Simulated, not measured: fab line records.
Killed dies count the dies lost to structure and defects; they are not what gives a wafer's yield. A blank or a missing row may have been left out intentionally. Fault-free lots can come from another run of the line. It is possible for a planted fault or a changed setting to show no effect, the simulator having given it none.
fab line records	flow n5-finfet
record: lots: 7	wafers: 20	last-day: 17
route steps=1938 shown SD_EPI_P@302 PASSIVATION@1936
lots untouched by any fault: they come from a run of this same line in which no faults occurred
start-h: hours from the record's first day to the start of the lot's first wafer shown	wait-h: how many hours have passed since the lot's step before this one	" same as the row above	L1.1+2: a single row standing in for several wafers	- no value present, or no start provided	* or withheld: withheld	< > ~ a bound
route shown NAME@n: names a module that has steps shown in the file, with the first one's number in the route	usual: average and standard deviation across the fault-free wafers	same: alike in all rows	chamber/n: place in a boat	sites: readings site by site	_std_site: their standard deviation	_edge_site: the outer-site mean with the inner-site mean subtracted	radius-mm: how far each site lies from the wafer's centre	mask NAME#n: copy n	behind: the most recent tool/chamber to have shaped the wafer	hold: what put the lot on hold/how long, in hours/how the hold closed	device: the transistor (n, p or np) that didn't switch	end of line: at the end of the route, the tests of the same wafers	a step with no rows: only its recipe	killed: at the first sort, the dies lost to defects and structure; wafer yield is something else	map: per-die view of a wafer (x killed, . not killed, _ where there is no die)
set.NAME: the setting that was run; set.NAME@STEP: the one run at that earlier step	model.NAME: the simulator's own value behind a step, which no gauge read
certain route steps with their lots: each step a table, each wafer a row
services: when a tool's chamber went out of use (start-h, in hours from the record's first day, below 0 if earlier), for how many hours, and the reason
== steps ==
step: N5_SD_EPI_P_DEVELOP_08
recipe: develop-time-s: 30	developer: TMAH	resist: CAR-ArF-block	dev-temp-c: 23	rinse-liquid: diw	dry: air-spin
step: N5_SD_EPI_P_CD_MEAS_09
recipe: target-cd-nm: 240	landing-energy-ev: 500	detector: se-inlens
usual: cd-nm: 240.2/0.68
lot.wafer	tool	chamber	start-h	wait-h	cd-nm
L455.2	cd-sem-02	0	74.36	-	240.0
L455.4	"	0	"	"	240.9
L455.5	"	0	"	"	241.2
L460.1	cd-sem-01	0	102.04	-	240.2
L460.4	"	0	"	"	240.1
L460.5	"	0	"	"	240.2
L463.1	cd-sem-02	0	121.39	-	240.2
L463.4	"	0	"	"	241.0
L463.5	"	0	"	"	241.3
L466.2	cd-sem-02	0	139.01	-	240.0
L466.3	"	0	"	"	241.1
L466.6	"	0	"	"	240.6
L469.2	cd-sem-03	0	156.47	-	238.9
L469.5	"	0	"	"	239.8
L470.1	cd-sem-02	0	163.21	-	240.9
L470.3	"	0	"	"	240.4
L470.6	"	0	"	"	240.0
L475.1	cd-sem-01	0	192.01	-	240.6
L475.3	"	0	"	"	240.6
L475.4	"	0	"	"	241.0
step: N5_SD_EPI_P_OVL_MEAS_10
recipe: points-per-wafer: 44
usual: SD_P_BLK_OVL: -0.5/0.97
lot.wafer	tool	chamber	start-h	wait-h	SD_P_BLK_OVL[nm]
L455.2	overlay-01	0	74.39	0.0	0.6
L455.4	"	0	"	"	0.0
L455.5	"	0	"	"	0.3
L460.1	overlay-02	0	102.07	0.0	-1.0
L460.4	"	0	"	"	-0.6
L460.5	"	0	"	"	0.1
L463.1	overlay-01	0	121.42	0.0	0.8
L463.4	"	0	"	"	1.6
L463.5	"	0	"	"	0.3
L466.2	overlay-01	0	139.06	0.0	-0.1
L466.3	"	0	"	"	0.8
L466.6	"	0	"	"	0.2
L469.2	overlay-01	0	156.50	0.0	-0.8
L469.5	"	0	"	"	-1.4
L470.1	overlay-01	0	163.24	0.0	-0.7
L470.3	"	0	"	"	-1.7
L470.6	"	0	"	"	-0.2
L475.1	overlay-02	0	192.04	0.0	-1.1
L475.3	"	0	"	"	-1.9
L475.4	"	0	"	"	-0.6
step: N5_SD_EPI_P_INSPECT_11
recipe: mode: adi	inspect-instrument: macro
usual: raw-defect-count: 2.1/1.5
lot.wafer	tool	chamber	start-h	wait-h	raw-defect-count
L455.2	defect-inspect-02	-	74.41	0.0	2
L455.4	"	-	"	"	2
L455.5	"	-	"	"	1
L460.1	defect-inspect-02	-	102.10	0.0	4
L460.4	"	-	"	"	0
L460.5	"	-	"	"	1
L463.1	defect-inspect-02	-	121.44	0.0	4
L463.4	"	-	"	"	4
L463.5	"	-	"	"	3
L466.2	defect-inspect-02	-	139.08	0.0	1
L466.3	"	-	"	"	6
L466.6	"	-	"	"	2
L469.2	defect-inspect-01	-	156.52	0.0	4
L469.5	"	-	"	"	3
L470.1	defect-inspect-01	-	163.26	0.0	1
L470.3	"	-	"	"	5
L470.6	"	-	"	"	0
L475.1	defect-inspect-02	-	192.06	0.0	5
L475.3	"	-	"	"	0
L475.4	"	-	"	"	2
step: N5_SD_EPI_P_DESCUM_14
recipe: chemistry: O2	time-s: 7.9	source-power-w: 50	bias-power-w: 20	pressure-mtorr: 20	rf-frequency-hz: 2.712e+07	temp-c: 40	resist: CAR-ArF-block	o2-flow-sccm: 225
step: N5_SD_EPI_P_ETCH_36
recipe: chemistry: CF4	target: SiARC	target-depth-a: 455	mask-material: CAR-ArF-block	time-s: 75.8	ion-energy-ev: 80	pressure-mtorr: 40	source-w: 545	bias-w: 36	Ar_flow_sccm: 100	cf4-flow-sccm: 100	ends: cleared
usual: bias-w: 35.99/0.1	drypump-motor-current-A: 5.6/0.34	etch-rf-on-time-s: 76.3/2.5	oes-product-au: 0.69/0.082	rf-vpp-V: 184.7/1.1	showerhead-plenum-p-Torr: 2.19/0.045	throttle-valve-pct: 15.51/0.2
lot.wafer	tool	chamber	start-h	wait-h	bias-w	drypump-motor-current-A	etch-rf-on-time-s	oes-product-au	rf-hours-counter-h	rf-vpp-V	showerhead-plenum-p-Torr	throttle-valve-pct
L455.2	rie-diel-04	3	74.48	0.0	35.94	6.1	72.8	0.73	78	186.2	2.19	15.28
L455.4	"	0	"	"	35.91	5.4	76.4	0.66	136	184.9	2.24	15.60
L455.5	"	2	"	"	36.11	6.0	73.7	0.60	-	184.9	2.18	15.90
L460.1	rie-diel-01	3	102.17	0.0	36.06	6.2	78.8	0.58	238	183.4	2.11	15.59
L460.4	"	2	"	"	36.19	5.7	73.1	0.80	15	181.9	2.12	15.69
L460.5	"	2	"	"	36.08	5.8	74.1	0.80	-	182.9	2.12	15.68
L463.1	rie-diel-01	3	121.52	0.0	35.91	6.2	79.1	0.58	243	183.5	2.11	15.59
L463.4	"	1	"	"	36.08	5.7	78.8	0.73	40	185.3	2.28	15.55
L463.5	"	1	"	"	36.00	5.7	79.2	0.73	-	186.7	2.28	15.57
L466.2	rie-diel-01	3	139.15	0.0	35.96	6.2	77.1	0.58	248	183.6	2.11	15.60
L466.3	"	0	"	"	35.76	5.6	74.7	0.60	226	184.6	2.12	15.80
L466.6	"	3	"	"	35.95	6.2	76.6	0.59	-	184.4	2.11	15.63
L469.2	rie-diel-01	0	156.59	0.0	35.91	5.6	75.0	0.59	232	184.5	2.12	15.83
L469.5	"	1	"	"	36.01	5.7	79.8	0.72	-	187.8	2.27	15.60
L470.1	rie-diel-05	2	163.78	0.0	36.04	5.7	76.7	0.78	17	183.6	2.18	15.27
L470.3	"	1	"	"	36.02	5.6	76.7	0.74	38	184.8	2.19	15.44
L470.6	"	1	"	"	36.01	5.6	76.4	0.75	-	185.4	2.19	15.46
L475.1	rie-diel-05	1	192.13	0.0	36.07	5.6	76.6	0.72	47	185.5	2.19	15.46
L475.3	"	0	"	"	35.99	5.0	71.8	0.62	217	184.1	2.21	15.54
L475.4	"	3	"	"	36.08	5.8	80.8	0.77	7	185.1	2.22	15.14
step: N5_SD_EPI_P_ETCH_37
recipe: chemistry: N2/H2	target: SOC	overetch-a: 1080	mask-material: SiARC	temp-c: 40	ion-energy-ev: 100	source-w: 3000	bias-w: 133	pressure-mtorr: 20	time-s: 486	n2-flow-sccm: 200	h2-flow-sccm: 200	ends: end-point
usual: bias-w: 133.0/0.4	drypump-motor-current-A: 5.6/0.34	oes-product-au: 0.72/0.089	rf-vpp-V: 241.4/1.1	showerhead-plenum-p-Torr: 2.58/0.06	throttle-valve-pct: 23.5/0.33
lot.wafer	tool	chamber	start-h	wait-h	bias-w	drypump-motor-current-A	oes-product-au	rf-hours-counter-h	rf-vpp-V	showerhead-plenum-p-Torr	throttle-valve-pct
L455.2	rie-diel-04	3	74.54	0.0	132.9	6.1	0.75	79	242.4	2.54	22.9
L455.4	"	0	"	"	132.6	5.5	0.69	136	243.5	2.64	23.4
L455.5	"	2	"	"	132.6	6.0	0.62	-	241.9	2.60	23.8
L460.1	rie-diel-01	3	102.22	0.0	133.6	6.2	0.63	238	240.9	2.51	23.8
L460.4	"	2	"	"	133.5	5.8	0.83	15	239.2	2.48	23.8
L460.5	"	2	"	"	133.9	5.8	0.83	-	241.7	2.48	23.8
L463.1	rie-diel-01	3	121.58	0.0	132.8	6.2	0.62	243	239.6	2.51	23.8
L463.4	"	1	"	"	132.9	5.7	0.79	40	241.7	2.70	24.0
L463.5	"	1	"	"	132.9	5.7	0.78	-	241.9	2.70	24.1
L466.2	rie-diel-01	3	139.21	0.0	132.4	6.2	0.62	249	240.4	2.51	23.8
L466.3	"	0	"	"	133.0	5.7	0.62	226	241.4	2.49	23.4
L466.6	"	3	"	"	132.7	6.2	0.62	-	238.3	2.51	23.8
L469.2	rie-diel-01	0	156.65	0.0	133.1	5.6	0.62	233	239.9	2.49	23.4
L469.5	"	1	"	"	133.5	5.7	0.77	-	243.1	2.69	24.0
L470.1	rie-diel-05	2	163.84	0.0	132.9	5.7	0.83	17	242.9	2.58	23.4
L470.3	"	1	"	"	132.9	5.6	0.78	38	240.6	2.59	23.7
L470.6	"	1	"	"	132.7	5.6	0.79	-	241.6	2.59	23.7
L475.1	rie-diel-05	1	192.19	0.0	132.6	5.6	0.77	47	241.5	2.58	23.7
L475.3	"	0	"	"	133.1	5.0	0.63	217	240.6	2.62	23.8
L475.4	"	3	"	"	133.2	5.8	0.83	7	240.1	2.58	22.8
step: N5_SD_EPI_P_STRIP_38
recipe: chemistry: N2/H2	temp-c: 40	n2-flow-sccm: 200	h2-flow-sccm: 200	rf-frequency-hz: 6e+07
step: N5_SD_EPI_P_ETCHBACK_46
recipe: chemistry: CH3F/O2	mode: anisotropic-etchback	target: SiNx	target-depth-a: 175	stop-on: SiO2	over-etch-frac: 0.3	ion-energy-ev: 120	pressure-mtorr: 30	source-w: 395	bias-w: 73	Ar_flow_sccm: 150	CH3F_flow_sccm: 30	O2_flow_sccm: 20
usual: bias-w: 73.00/0.2	drypump-motor-current-A: 5.6/0.33	oes-product-au: 0.69/0.085	rf-vpp-V: 297/6.6	showerhead-plenum-p-Torr: 2.05/0.041	throttle-valve-pct: 16.24/0.21
lot.wafer	tool	chamber	start-h	wait-h	bias-w	drypump-motor-current-A	oes-product-au	rf-hours-counter-h	rf-vpp-V	showerhead-plenum-p-Torr	throttle-valve-pct
L455.2	rie-diel-04	3	74.86	0.0	72.81	6.1	0.72	79	310	2.05	15.97
L455.4	"	0	"	"	73.24	5.4	0.66	136	293	2.08	16.30
L455.5	"	2	"	"	73.23	6.0	0.59	-	293	2.05	16.64
L460.1	rie-diel-01	3	102.55	0.0	73.01	6.2	0.59	238	287	1.99	16.40
L460.4	"	2	"	"	73.12	5.8	0.80	15	299	1.97	16.41
L460.5	"	2	"	"	72.90	5.8	0.79	-	297	1.97	16.43
L463.1	rie-diel-01	3	121.90	0.0	72.70	6.2	0.60	243	288	1.99	16.42
L463.4	"	1	"	"	72.85	5.7	0.75	40	302	2.11	16.22
L463.5	"	1	"	"	72.57	5.7	0.76	-	302	2.11	16.21
L466.2	rie-diel-01	3	139.53	0.0	73.10	6.2	0.59	249	287	1.98	16.43
L466.3	"	0	"	"	73.20	5.6	0.60	226	291	1.97	16.51
L466.6	"	3	"	"	72.90	6.2	0.59	-	285	1.98	16.42
L469.2	rie-diel-01	0	156.97	0.0	73.12	5.7	0.59	233	291	1.97	16.50
L469.5	"	1	"	"	73.10	5.8	0.73	-	302	2.11	16.22
L470.1	rie-diel-05	2	164.16	0.0	72.91	5.7	0.80	18	308	2.03	15.97
L470.3	"	1	"	"	73.14	5.6	0.75	38	291	2.06	16.23
L470.6	"	1	"	"	73.11	5.6	0.74	-	291	2.06	16.23
L475.1	rie-diel-05	1	192.51	0.0	72.95	5.6	0.74	47	292	2.05	16.25
L475.3	"	0	"	"	72.96	5.0	0.60	217	294	2.08	16.37
L475.4	"	3	"	"	73.07	5.8	0.79	7	293	2.07	15.82
step: N5_SD_EPI_P_ETCH_47
recipe: chemistry: CH3F/O2	target: SiOCN	target-depth-a: 250	mask-material: SOC	ion-energy-ev: 60	bias-w: 29	pressure-mtorr: 30	source-w: 410	Ar_flow_sccm: 150	CH3F_flow_sccm: 30	O2_flow_sccm: 20
usual: bias-w: 28.99/0.091	drypump-motor-current-A: 5.6/0.34	oes-product-au: 0.81/0.1	rf-vpp-V: 127.3/2.9	showerhead-plenum-p-Torr: 2.05/0.041	throttle-valve-pct: 16.21/0.21
lot.wafer	tool	chamber	start-h	wait-h	bias-w	drypump-motor-current-A	oes-product-au	rf-hours-counter-h	rf-vpp-V	showerhead-plenum-p-Torr	throttle-valve-pct
L455.2	rie-diel-04	3	74.96	0.1	29.06	6.1	0.87	79	132.2	2.04	15.94
L455.4	"	0	"	"	29.03	5.4	0.77	136	126.0	2.08	16.28
L455.5	"	2	"	"	29.11	6.0	0.69	-	125.6	2.05	16.65
L460.1	rie-diel-01	3	102.65	0.1	29.05	6.2	0.68	238	122.5	1.99	16.38
L460.4	"	2	"	"	28.95	5.8	0.93	15	129.4	1.97	16.39
L460.5	"	2	"	"	28.91	5.8	0.93	-	127.3	1.97	16.40
L463.1	rie-diel-01	3	122.00	0.1	29.00	6.2	0.67	243	124.3	1.99	16.38
L463.4	"	1	"	"	28.96	5.7	0.88	40	128.5	2.11	16.18
L463.5	"	1	"	"	28.95	5.7	0.88	-	128.9	2.11	16.18
L466.2	rie-diel-01	3	139.63	0.1	28.84	6.2	0.67	249	123.2	1.98	16.41
L466.3	"	0	"	"	28.94	5.7	0.68	226	125.1	1.98	16.47
L466.6	"	3	"	"	29.07	6.2	0.67	-	122.8	1.98	16.41
L469.2	rie-diel-01	0	157.07	0.1	28.88	5.6	0.69	233	124.4	1.97	16.50
L469.5	"	1	"	"	28.96	5.7	0.84	-	128.5	2.11	16.22
L470.1	rie-diel-05	2	164.26	0.1	29.06	5.7	0.93	18	132.8	2.03	15.93
L470.3	"	1	"	"	28.92	5.6	0.87	39	125.2	2.06	16.21
L470.6	"	1	"	"	28.86	5.6	0.86	-	124.7	2.06	16.19
L475.1	rie-diel-05	1	192.61	0.1	28.96	5.6	0.85	47	124.0	2.06	16.20
L475.3	"	0	"	"	28.96	5.0	0.71	217	126.6	2.08	16.31
L475.4	"	3	"	"	28.96	5.8	0.89	7	123.9	2.07	15.80
step: N5_SD_EPI_P_ETCH_16
recipe: chemistry: CHF3/O2	target: SiO2	target-depth-a: 50	mask-material: SOC	pressure-mtorr: 30	source-w: 650	bias-w: 170	Ar_flow_sccm: 200	CHF3_flow_sccm: 50	O2_flow_sccm: 5	ion-energy-ev: 200
usual: bias-w: 170.0/0.48	drypump-motor-current-A: 5.6/0.34	oes-product-au: 0.81/0.099	rf-vpp-V: 524/12	showerhead-plenum-p-Torr: 2.46/0.049	throttle-valve-pct: 18.79/0.2
lot.wafer	tool	chamber	start-h	wait-h	bias-w	drypump-motor-current-A	oes-product-au	rf-hours-counter-h	rf-vpp-V	showerhead-plenum-p-Torr	throttle-valve-pct
L455.2	rie-diel-04	3	75.06	0.1	170.1	6.1	0.86	79	546	2.46	18.56
L455.4	"	0	"	"	169.4	5.4	0.78	136	520	2.51	18.90
L455.5	"	2	"	"	170.2	6.0	0.70	-	515	2.46	19.18
L460.1	rie-diel-01	3	102.75	0.1	169.8	6.2	0.67	238	506	2.39	18.89
L460.4	"	2	"	"	169.3	5.8	0.92	15	525	2.38	19.02
L460.5	"	2	"	"	170.6	5.8	0.92	-	525	2.38	19.05
L463.1	rie-diel-01	3	122.10	0.1	170.5	6.2	0.67	243	507	2.39	18.91
L463.4	"	1	"	"	168.7	5.7	0.86	40	531	2.54	18.78
L463.5	"	1	"	"	169.8	5.7	0.87	-	532	2.54	18.77
L466.2	rie-diel-01	3	139.73	0.1	170.6	6.2	0.67	249	506	2.39	18.91
L466.3	"	0	"	"	170.2	5.6	0.68	226	514	2.38	19.01
L466.6	"	3	"	"	169.8	6.2	0.67	-	507	2.39	18.92
L469.2	rie-diel-01	0	157.17	0.1	170.7	5.6	0.69	233	513	2.38	19.02
L469.5	"	1	"	"	169.7	5.7	0.85	-	533	2.53	18.79
L470.1	rie-diel-05	2	164.36	0.1	169.9	5.7	0.92	18	543	2.44	18.49
L470.3	"	1	"	"	169.9	5.6	0.87	39	515	2.47	18.80
L470.6	"	1	"	"	169.2	5.6	0.88	-	515	2.47	18.82
L475.1	rie-diel-05	1	192.71	0.1	170.9	5.6	0.85	47	514	2.47	18.82
L475.3	"	0	"	"	170.3	5.0	0.71	217	518	2.50	18.88
L475.4	"	3	"	"	169.6	5.8	0.89	7	519	2.50	18.45
step: N5_SD_EPI_P_STRIP_50
recipe: chemistry: CHF3/O2	resist: SiARC	rf-frequency-hz: 6e+07
step: N5_SD_EPI_P_SD_RECESS_17
recipe: chemistry: HBr/Cl2/O2	target-depth-a: 391	bt-time-s: 3	pressure-mtorr: 10	icp-w: 800	bias-w: 112	HBr_flow_sccm: 150	Cl2_flow_sccm: 80	O2_flow_sccm: 12
usual: bias-w: 112.0/0.33	drypump-motor-current-A: 5.69/0.29	he-backside-leak-sccm: 2.71/0.25	oes-product-au: 1.003/0.014	throttle-valve-pct: 36.9/0.46
lot.wafer	tool	chamber	start-h	wait-h	bias-w	drypump-motor-current-A	he-backside-leak-sccm	oes-product-au	rf-hours-counter-h	throttle-valve-pct	model.etch.depth-nm	model.SD_EPI_P.feature-depth-nm
L455.2	rie-si-05	2	75.13	0.0	111.6	5.49	2.83	0.998	18	36.4	38.8	38.8
L455.4	"	0	"	"	112.0	5.67	2.59	1.013	-	36.5	39.95	40
L455.5	"	2	"	"	111.6	5.46	2.69	0.999	-	36.4	38.83	38.8
L460.1	rie-si-06	1	102.82	0.0	112.2	6.15	2.59	0.998	36	37.1	39.26	39.2
L460.4	"	0	"	"	111.9	5.89	2.54	1.019	1	36.7	38.14	38.2
L460.5	"	2	"	"	112.1	5.76	2.79	0.999	-	37.7	39.65	39.6
L463.1	rie-si-06	2	122.17	0.0	112.1	5.72	2.86	1.124	76	37.6	59.16	59.2
L463.4	"	0	"	"	111.9	5.88	2.81	1.019	-	36.7	37.79	37.8
L463.5	"	3	"	"	111.5	5.46	2.29	1.005	-	36.5	39.1	39
L466.2	rie-si-06	1	139.80	0.0	112.0	6.13	2.48	1.122	36	37.0	58.57	58.6
L466.3	"	3	"	"	111.4	5.47	2.24	1.026	26	36.5	39.26	39.2
L466.6	"	2	"	"	111.3	5.76	2.73	1.005	-	37.7	39.77	39.8
L469.2	rie-si-06	1	157.24	0.0	111.6	6.13	2.45	1.121	36	37.0	58.26	58.2
L469.5	"	3	"	"	111.3	5.48	2.19	1.015	-	36.5	39.24	39.2
L470.1	rie-si-01	0	164.43	0.0	112.3	5.25	2.70	1.022	10	37.0	40.86	40.8
L470.3	"	3	"	"	111.5	5.89	3.08	1.012	180	37.0	39.19	39.2
L470.6	"	3	"	"	111.6	5.95	3.04	1.014	-	37.1	39.06	39
L475.1	rie-si-05	3	192.78	0.0	112.3	5.04	2.53	0.992	106	37.7	38.23	38.2
L475.3	"	0	"	"	111.8	5.66	2.60	1.016	4	36.5	39.86	39.8
L475.4	"	2	"	"	111.8	5.43	2.90	1.001	20	36.4	39.16	39.2
step: N5_SD_EPI_P_WET_ETCH_45
recipe: chemistry: dHF	dilution: withheld	time-s: 10.7	target: SiO2	target-depth-a: 20	temp-c: 25	dry: ipa-marangoni	rinse-time-s: 30	rinse-temp-c: 23
step: N5_PASSIVATION_PROBE_49
usual: killed_at_M0_to_M3: 34/8.9	killed_at_M4_up: 13/4.6	killed-at-contacts: 12/5.5	killed-at-front-end: 41/11	killed-at-other: 3.1/2.9	killed-dies: 102/16	killed-open: 66/11	killed-short: 34/7.6
same: gross-dies: 1180	killed-at-back-side: 0
lot.wafer	tool	chamber	start-h	wait-h	killed_at_M0_to_M3	killed_at_M4_up	killed-at-contacts	killed-at-front-end	killed-at-other	killed-dies	killed-open	killed-short
L460.1	prober-01	-	314.11	0.0	45	21	16	35	5	122	79	42
L460.4	prober-01	-	314.26	0.2	31	11	28	63	6	139	96	35
L460.5	prober-01	-	314.31	0.2	37	9	24	44	2	116	82	33
L463.1	prober-01	-	326.36	0.0	30	8	7	34	1	80	54	26
L463.4	prober-01	-	326.51	0.2	42	5	9	63	1	120	76	44
L463.5	prober-01	-	326.56	0.2	33	8	8	32	0	81	54	27
L466.2	prober-01	-	354.34	0.1	29	9	17	45	2	102	62	34
L466.3	prober-01	-	354.39	0.1	15	6	12	45	7	85	55	29
L466.6	prober-01	-	354.54	0.3	31	1	14	39	2	87	64	23
killed by level:class
L460.1 MOL_CONTACT_COAG:geometric-particle:open=15 BEOL_M2:geometric-particle:open=11 BEOL_M3:geometric-particle:open=9 BEOL_M0_SAQP:geometric-particle:short=8 STI_FIN_REVEAL:geometric-particle:open=7 BEOL_M0_SAQP:geometric-particle:open=7 STI_FIN_REVEAL:geometric-particle:short=5 BEOL_M4:geometric-particle:open=4
L460.4 MOL_CONTACT_COAG:geometric-particle:open=19 DUMMY_GATE:geometric-particle:open=14 STI_FIN_REVEAL:geometric-particle:open=12 BEOL_M3:geometric-particle:open=10 FIN_SAQP:geometric-particle:open=9 MOL_CONTACT_COAG:geometric-particle:short=9 FIN_SAQP:geometric-particle:short=7 BEOL_M2:geometric-particle:open=7
L460.5 MOL_CONTACT_COAG:geometric-particle:open=19 STI_FIN_REVEAL:geometric-particle:open=12 BEOL_M1:geometric-particle:open=11 BEOL_M3:geometric-particle:open=9 FIN_SAQP:geometric-particle:short=6 DUMMY_GATE:geometric-particle:open=6 GATE_CUT:geometric-particle:short=5 MOL_CONTACT_COAG:geometric-particle:short=5
L463.1 STI_FIN_REVEAL:geometric-particle:open=10 BEOL_M0_SAQP:geometric-particle:open=9 BEOL_M0_SAQP:geometric-particle:short=7 MOL_CONTACT_COAG:geometric-particle:open=6 BEOL_M2:geometric-particle:open=5 FIN_SAQP:geometric-particle:short=4 DUMMY_GATE:geometric-particle:open=4 FIN_SAQP:geometric-particle:open=3
L463.4 FIN_SAQP:geometric-particle:open=18 STI_FIN_REVEAL:geometric-particle:open=12 BEOL_M2:geometric-particle:open=11 BEOL_M0_SAQP:geometric-particle:short=10 BEOL_M0_SAQP:geometric-particle:open=9 FIN_SAQP:geometric-particle:short=6 MOL_CONTACT_COAG:geometric-particle:open=6 BEOL_M0:geometric-particle:open=6
L463.5 BEOL_M0_SAQP:geometric-particle:short=9 BEOL_M0_SAQP:geometric-particle:open=8 FIN_SAQP:geometric-particle:open=7 MOL_CONTACT_COAG:geometric-particle:open=7 STI_FIN_REVEAL:geometric-particle:open=6 BEOL_M2:geometric-particle:open=5 GATE_CUT:geometric-particle:short=5 BEOL_M4:geometric-particle:open=5
L466.2 MOL_CONTACT_COAG:geometric-particle:open=13 FIN_SAQP:geometric-particle:short=12 BEOL_M2:geometric-particle:open=7 STI_FIN_REVEAL:geometric-particle:open=6 BEOL_M0:geometric-particle:open=6 BEOL_M3:geometric-particle:open=6 HKMG_FIN:area-etch=6 FIN_SAQP:geometric-particle:open=5
L466.3 FIN_SAQP:geometric-particle:open=17 STI_FIN_REVEAL:geometric-particle:open=9 MOL_CONTACT_COAG:geometric-particle:open=9 FIN_SAQP:geometric-particle:short=7 BEOL_M0_SAQP:geometric-particle:short=4 BEOL_M3:geometric-particle:open=4 MOL_CONTACT_COAG:geometric-particle:short=3 BEOL_M2:geometric-particle:open=3
L466.6 STI_FIN_REVEAL:geometric-particle:open=13 BEOL_M3:geometric-particle:open=13 MOL_CONTACT_COAG:geometric-particle:open=12 FIN_SAQP:geometric-particle:open=7 FIN_SAQP:geometric-particle:short=6 BEOL_M0_SAQP:geometric-particle:short=4 BEOL_M0_SAQP:geometric-particle:open=4 BEOL_M1:geometric-particle:open=3
== services ==
tool	chamber	start-h	hours	kind
rie-si-01	3	50.64	5.8	repair
rie-diel-04	3	51.82	4.5	repair
rie-si-05	3	73.72	4.7	repair
rie-diel-01	2	78.79	3.0	repair
rie-diel-05	2	97.64	-	clean
rie-diel-05	2	97.64	-	consumable-replace:focus-ring
rie-diel-05	2	97.64	18.7	scheduled-down
rie-diel-05	2	97.64	18.7	vent-cycle
rie-diel-01	-	100.88	0.9	repair
rie-si-05	0	104.16	2.8	repair
rie-si-06	-	108.52	0.1	repair
rie-si-06	1	114.25	13.2	repair
rie-si-05	3	127.23	6.0	repair
rie-diel-04	0	135.51	2.6	repair
rie-diel-04	2	137.67	9.0	repair
rie-diel-01	3	146.17	-	clean
rie-diel-01	3	146.17	-	consumable-replace:focus-ring
rie-diel-01	3	146.17	16.4	scheduled-down
rie-diel-01	3	146.17	16.4	vent-cycle
rie-diel-05	3	154.00	3.5	repair
rie-diel-04	-	156.29	1.1	repair
rie-diel-05	3	157.53	-	clean
rie-diel-04	1	173.36	6.0	repair
rie-si-06	3	175.58	8.2	repair
== key ==
first-sign: step: N5_SD_EPI_P_SD_RECESS_17	reading: oes-product-au	direction: up	sigmas: 8.2	usual: 1.003	struck: 1.122
effect none on later readings
model-effect: step: N5_SD_EPI_P_SD_RECESS_17	value: etch.depth-nm	without: 38.79	struck: 58.67
met-at N5_SD_EPI_P_SD_RECESS_17
struck-wafers L463.1,L466.2,L469.2
tester-left-out L463,L466,L469
onset-between 102.82 122.17
fault: kind: process-parameter-drift	tool: rie-si-06	chamber: -	onset-h: 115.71	steps: N5_SD_EPI_P_SD_RECESS_17	channel: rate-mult	offset: 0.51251	shape: step	end-h: 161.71	scope: struck-wafers-only
tester-left-out: of these lots the tester's yield and bins aren't shown, on N5 and GAA mostly nor the transistor test; their killed dies are dies lost to structure and defects alone, not to doping, threshold or leakage, so they don't give the yield
